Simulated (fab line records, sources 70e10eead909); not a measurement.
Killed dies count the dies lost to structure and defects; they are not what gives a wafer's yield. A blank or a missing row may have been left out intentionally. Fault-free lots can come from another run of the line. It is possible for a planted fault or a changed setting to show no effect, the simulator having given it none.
Which tool did it? | flow nand harc | Sampling: 7 lots, 21 wafers, 3 of 1302 route steps

== WHAT THE GAUGES READ, wafer by wafer ==
NHARC_A_ONON_D1_THK_MEAS_21: measures by ellipsometry.
lot  | measured     | on            | thk nm (nm)
L215 | day 8 09:03  | film metro-02 | 1008 1009 1009
L225 | day 12 11:27 | film metro-02 | 968 969 969
L227 | day 13 03:01 | film metro-01 | 955 956 955
L230 | day 14 04:16 | film metro-01 | 994 997 994
L234 | day 16 06:26 | film metro-02 | 996 996 1000
L235 | day 16 18:41 | film metro-01 | 1006 1008 1007
L238 | day 17 14:16 | film metro-02 | 993 995 995

== WHICH TOOL RAN EACH LOT (tool, then ch and the chambers of the sampled wafers, then the start) ==
lot  | NHARC_A_ZERO_WELL_ETCH_19          | NHARC_A_ONON_D1_DEP_19
L215 | rie diel-06 ch 1,2,3, day 7 01:22  | pecvd onon-01 ch 0, day 8 08:33
L225 | rie diel-08 ch 0,1,3, day 11 02:59 | pecvd onon-02 ch 0, day 12 11:06
L227 | rie diel-08 ch 0,3, day 11 17:30   | pecvd onon-02 ch 0, day 13 02:30
L230 | rie diel-08 ch 0,2,3, day 12 22:11 | pecvd onon-01 ch 0, day 14 03:44
L234 | rie diel-08 ch 0,1,3, day 14 19:36 | pecvd onon-04 ch 0, day 16 05:55
L235 | rie diel-08 ch 0,2, day 15 12:25   | pecvd onon-04 ch 0, day 16 18:10
L238 | rie diel-07 ch 1,2,3, day 16 08:46 | pecvd onon-02 ch 0, day 17 13:53
- NHARC_A_ZERO_WELL_ETCH_19: etches the open film in N2/H2, target depth 80 nm, overetch 24 nm, time 87.88 s.
- NHARC_A_ONON_D1_DEP_19: target thk 1000 nm.

== THE ANSWER, worked out from the rows above alone ==
Rule: what is usual is taken from the lots themselves. The widest of any qualifying gaps counts: lots, ordered by their means at a reading, are off when they make up no more than a third of the lots, leave a main group of 4 or more, and stand apart from it by 3 or more times the standard deviation of that group's means. If all means in a main group match to the digits the tables above print for the reading, that group is not used. Also off: a lot with no number at a reading for which 4 or more lots have one. Any other lot the step has rows for is counted as sound.
Off: L225, L227, at NHARC_A_ONON_D1_THK_MEAS_21 (thk nm). Mean 1000 nm and standard deviation 6.1 in the main group.
If a tool, at a process step before that reading, ran all the lots that are off and no sound lot after the first of them, it fits. Gauges at NHARC_A_ONON_D1_THK_MEAS_21: tried the same way as those tools. Of those tried, none fits.

== WHAT THE SIMULATOR HAD PUT IN ==
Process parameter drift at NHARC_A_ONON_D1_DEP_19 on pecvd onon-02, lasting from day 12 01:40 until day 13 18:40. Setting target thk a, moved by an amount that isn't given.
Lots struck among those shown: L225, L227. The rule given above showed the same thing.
